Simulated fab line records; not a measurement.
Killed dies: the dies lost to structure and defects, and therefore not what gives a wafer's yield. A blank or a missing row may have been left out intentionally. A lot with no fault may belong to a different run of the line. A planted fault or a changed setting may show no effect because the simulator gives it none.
Code-filled problem report in 8D (eight disciplines) form    flow n5_finfet    the parts of the form that need people (team, actions taken, sign-off) are left out

## 1. PROBLEM STATEMENT
N5_BEOL_M14_CD_MEAS_17, cd_nm: mean 258.8 nm over 1 wafer from 1 lot; wafers with no fault: 250.2 nm, standard deviation 1.8. That is +4.8 standard deviations from the usual mean.
The step: target cd 250 nm.
The first sign was on wafer L393.2 at day 15 06:10, on cd_sem-02. At this step, 29 wafers from 10 lots have a number in the record. Rule for "out" (also "out of limits"): further than 4 standard deviations from the usual mean. Any other wafer with a number is counted as sound.

## 2. WHAT IT IS AND WHAT IT IS NOT
question                     is                 is not
which readings at this step  cd_nm              -
which lots                   L393               L378, L381, L383, L384, L391, L395, L397, L398, L400
which wafers of those lots   L393.2             L393.3
read on which gauges         cd_sem-02          cd_sem-01, cd_sem-03
when                         from day 15 06:10  up to then (16 sound wafers); but 12 sound wafers of L395, L397, L398, L400 came after

## 3. THE SUSPECTS, EACH WITH WHAT RULES IT OUT
Counting: any tool at a process step up to the reading remains a suspect provided it ran every lot that is out. Sound lots after the first of them don't rule it out here, since some wafers of a struck lot are sound.
- the gauge at N5_BEOL_M14_CD_MEAS_17: kept. All the wafers that are out were read on cd_sem-02, and no step on other tools shows them out.
- rie_diel-03 at N5_BEOL_M14_ETCH_59 (etches BARC in N2/H2, target depth 89 nm, overetch 26.7 nm, time 67.9 s): kept. L393, the lot that is out, went through it at day 15 05:46; up to then, the latest sound lot through it was L384 at day 13 06:35.
- rie_diel-03 at N5_BEOL_M14_STRIP_63 (strips in O2): kept. L393, the lot that is out, went through it at day 15 06:10; up to then, the latest sound lot through it was L384 at day 13 06:59. Because N5_BEOL_M14_STRIP_63 lacks a start for some lots, the hours and order of its lots are taken from N5_BEOL_M14_CD_MEAS_17.
- The sound lot-mates ran in chamber 2 of rie_diel-03 at N5_BEOL_M14_ETCH_59, but the wafers that are out ran in chamber 3.
- The sound lot-mates ran in chamber 2 of rie_diel-03 at N5_BEOL_M14_STRIP_63, but the wafers that are out ran in chamber 3.
After the count, these remain: rie_diel-03 at N5_BEOL_M14_ETCH_59, rie_diel-03 at N5_BEOL_M14_STRIP_63 and cd_sem-02 at N5_BEOL_M14_CD_MEAS_17.

## 4. THE CAUSE (what the simulator had put in)
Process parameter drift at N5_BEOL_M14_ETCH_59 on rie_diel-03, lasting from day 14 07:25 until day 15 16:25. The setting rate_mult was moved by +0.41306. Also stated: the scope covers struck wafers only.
Of the 3 suspects that counting leaves, this tool is one.

## 5. SEQUENCE OF EFFECTS, ordered by route
One row per reading whose mean, taken over the struck wafers that have a number, lies over 3 standard deviations from the usual. Readings are gone through only where the record gives a usual standard deviation; hours: the median, over the lots, of the time from a lot's start at the first step in this table giving one to that lot's start at this step; sigmas: the change measured in usual standard deviations.
hours  step                    reading  usual     on struck wafers  change  sigmas
0      N5_BEOL_M14_CD_MEAS_17  cd_nm    250.2 nm  258.8             +8.6    +4.8

## 6. HOW IT WOULD HAVE BEEN CAUGHT EARLIER
23 hours passed between the start of the fault at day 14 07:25 and the first reading out of limits at a measuring or inspecting step in this record, taken at day 15 06:10.
Tool readings at N5_BEOL_M14_ETCH_59 with a usual standard deviation given in the record: none out on any struck wafer, hence no alarm at a limit of 4 standard deviations on them.
Each of the lots that are out, 1 in all, had begun N5_BEOL_M14_ETCH_59 on rie_diel-03 no later than day 15 06:10. None of them would have been spared by holding the tool at that moment.
